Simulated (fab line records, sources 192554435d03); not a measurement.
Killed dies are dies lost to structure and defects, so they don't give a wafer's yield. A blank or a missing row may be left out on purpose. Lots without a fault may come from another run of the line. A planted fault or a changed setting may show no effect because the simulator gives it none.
A struck lot beside a sound one | flow n5_finfet | 19 steps out of a route of 1938
Sound: wafers L855.1, L855.3, L855.6. Struck: wafers L874.2, L874.3, L874.4. The cause comes at the end.
At each step with rows: each side's tool, then ch and its chambers, then its first start. Under that, the readings that differ: sound wafers | struck wafers | difference of the means | sigmas: that difference in standard deviations of wafers without a fault.
alike: readings whose means differ by less than 2 such deviations, and words and numbers that are the same on both sides. not compared: withheld readings, readings that some wafer has no value for, bounds like >300 that may hide the same value, and numbers for which the record gives no deviation and whose values overlap.
The two part at a step that has a row with sigmas, a row that says differs or no value, or rows on one side only. Numbers that don't overlap but have no deviation are shown without sigmas and don't part them. A reading that every wafer of one side lacks parts them only if that side has two wafers or more.

N5_BEOL_M14_ETCH_68: etches SOC in N2/H2, time 450 s.
  sound on rie_diel-04 ch 2,3, day 13 01:23; struck on rie_diel-04 ch 1,2,3, day 20 21:15
  alike: drypump_motor_current_A, oes_product_au, rf_vpp_V, showerhead_plenum_p_Torr, throttle_valve_pct
  not compared: rf_hours_counter_h
then, 1 step without rows for these wafers: N5_BEOL_M14_STRIP_69 (strips in N2/H2).
N5_BEOL_M14_TRENCH_ETCH_34: etches SiO2 in C4F8/O2/Ar, target depth 556.65 nm, time 126.9 s.
  sound on rie_diel-04 ch 2,3, day 13 01:40; struck on rie_diel-04 ch 1,2,3, day 20 21:31
  reading              | sound                | struck               | difference | sigmas
  he_inner_torr (Torr) | 14.997 14.934 14.951 | 15.057 15.018 15.015 | +0.069     | +2
  alike: C4F8_flow_sccm, drypump_motor_current_A, oes_o_777_au, oes_product_au, rf_vpp_V, showerhead_plenum_p_Torr, throttle_valve_pct
  not compared: rf_hours_counter_h
then, 1 step without rows for these wafers: N5_BEOL_M14_STRIP_70 (strips in C4F8/O2/Ar).
N5_BEOL_M14_OCD_MEAS_35:
  sound on ocd-02, day 13 01:49; struck on ocd-02, day 20 21:41
  alike: trench_depth_nm
N5_BEOL_M14_STRIP_37: strips in O2.
  sound on rie_diel-04 ch 0,2, day 13 03:47; struck on rie_diel-02 ch 0,1,2, day 21 05:54
  alike: drypump_motor_current_A, oes_product_au, rf_vpp_V, showerhead_plenum_p_Torr, throttle_valve_pct
  not compared: rf_hours_counter_h
then, 4 steps without rows for these wafers: N5_BEOL_M14_ETCH_38 (etches SiCN in CF4/N2, target depth 106.5 nm, time 120.6 s); N5_BEOL_M14_PRECLEAN_39 (cleans in residue remover, time 60 s); N5_BEOL_M14_SRD_40 (time 30 s, dry time 30 s); N5_BEOL_M14_DEGAS_41 (time 60 s).
N5_BEOL_M14_PRE_CLEAN_42: time 30 s.
  sound on pvd_sputter-02, day 13 04:10; struck on pvd_sputter-01, day 21 06:35
  alike: heater_power_w
then, 1 step without rows for these wafers: N5_BEOL_M14_SPUTTER_43 (material TaN, target thk 15 nm, time 24.19 s).
N5_BEOL_M14_SPUTTER_44: material Ta, target thk 15 nm, time 24.19 s.
  sound on pvd_sputter-02, day 13 04:17; struck on pvd_sputter-01, day 21 06:43
  reading                                     | sound             | struck            | difference | sigmas
  cathode_dc_power_W (W)                      | 15000 15002 15002 | 19996 19993 19990 | +4992      | +99 or more
  model.Ta_of_BEOL_M14_SPUTTER_44.thk_nm (nm) | 15 15.2 15.2      | 20 20 20          | +5         |
  alike: throttle_valve_pct
N5_BEOL_M14_SPUTTER_45: material Cu, target thk 100 nm, time 16.67 s.
  sound on pvd_sputter-02, day 13 04:22; struck on pvd_sputter-01, day 21 06:47
  alike: cathode_dc_power_W, throttle_valve_pct
then, 2 steps without rows for these wafers: N5_BEOL_M14_ECD_47 (material Cu, target thk 1248 nm); N5_BEOL_M14_ANNEAL_48 (time 90 s).
N5_BEOL_M14_CMP_49: polishes, stops on SiO2, t overpolish 5.2 s, target thk 560 nm.
  sound on cmp-04 ch 0,1,2, day 13 04:59; struck on cmp-04 ch 0,1,3, day 21 07:38
  reading                      | sound             | struck            | difference | sigmas
  barrier_field_endpoint_s (s) | 11.27 11.39 11.34 | 13.19 13.41 13.14 | +1.91      | +9
  alike: motor_current_A
N5_BEOL_M14_THK_MEAS_50: measures by xrf.
  sound on film_metro-02, day 13 05:17; struck on film_metro-02, day 21 07:56
  alike: M14_THK
then, 1 step without rows for these wafers: N5_PASSIVATION_PROBE_49.

WHERE THEY PART
First at N5_BEOL_M14_TRENCH_ETCH_34; last, within this record, at N5_BEOL_M14_CMP_49. Later steps at which nothing parts them and some readings are alike: N5_BEOL_M14_THK_MEAS_50.

WHY: what the simulator had put in
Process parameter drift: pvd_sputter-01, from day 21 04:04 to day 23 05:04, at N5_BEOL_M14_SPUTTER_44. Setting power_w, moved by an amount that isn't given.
